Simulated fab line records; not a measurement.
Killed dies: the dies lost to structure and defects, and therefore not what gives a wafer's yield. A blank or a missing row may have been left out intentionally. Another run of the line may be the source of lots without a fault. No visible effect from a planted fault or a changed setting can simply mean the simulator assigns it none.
Chamber matching :: flow nand-harc :: pecvd-03 running NHARC_A_CONTACT_DEP_85: 3 sister chambers
The step deposits SiON, target thk 60 nm. 6 wafers are shown with their chamber, then 10 later ones without.

## WAFERS PAIRED WITH THEIR CHAMBERS
wafer: L085.2
chamber: 1
heater-power-w (W): 696

wafer: L091.3
chamber: 0
heater-power-w (W): 690

wafer: L091.4
chamber: 2
heater-power-w (W): 649

wafer: L091.6
chamber: 0
heater-power-w (W): 706

wafer: L094.4
chamber: 1
heater-power-w (W): 758

wafer: L094.5
chamber: 2
heater-power-w (W): 571

## WAFERS WITHOUT THEIR CHAMBER
wafer: L094.6
heater-power-w (W): 712

wafer: L096.1
heater-power-w (W): 579

wafer: L096.2
heater-power-w (W): 713

wafer: L096.3
heater-power-w (W): 665

wafer: L095.1
heater-power-w (W): 680

wafer: L095.2
heater-power-w (W): 638

wafer: L095.5
heater-power-w (W): 730

wafer: L097.2
heater-power-w (W): 664

wafer: L097.3
heater-power-w (W): 599

wafer: L097.5
heater-power-w (W): 679

## CHAMBER TAKEN BY EACH
wafer: L094.6
from the rows above: can't be placed: 0 or 1
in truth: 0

wafer: L096.1
from the rows above: 2
in truth: 2

wafer: L096.2
from the rows above: can't be placed: 1 or 0
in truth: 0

wafer: L096.3
from the rows above: can't be placed: 0 or 2 or 1
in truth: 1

wafer: L095.1
from the rows above: can't be placed: 0 or 1 or 2
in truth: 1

wafer: L095.2
from the rows above: can't be placed: 2 or 0 or 1
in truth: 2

wafer: L095.5
from the rows above: can't be placed: 1 or 0
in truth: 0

wafer: L097.2
from the rows above: can't be placed: 0 or 2 or 1
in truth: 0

wafer: L097.3
from the rows above: 2
in truth: 2

wafer: L097.5
from the rows above: can't be placed: 0 or 1 or 2
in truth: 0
Placed correctly: 2 of 10. Unplaceable from these rows: 8, with the true chamber sitting among the candidates in 8. Number placed wrongly: 0.
How it was worked out, from the rows above alone: a wafer's distance from a chamber is the root of the sum, over the readings, of the square of ((its reading less the chamber's mean) divided by the reading's scatter). If the next closest chamber is less than 2 further off than the closest, the wafer can't be placed; otherwise it belongs to the closest. The mean given for a chamber averages the wafers shown for that chamber. The scatter: the root of (the sum of the squares of (reading less its chamber's mean) over the shown wafers, divided by (wafers less chambers)).
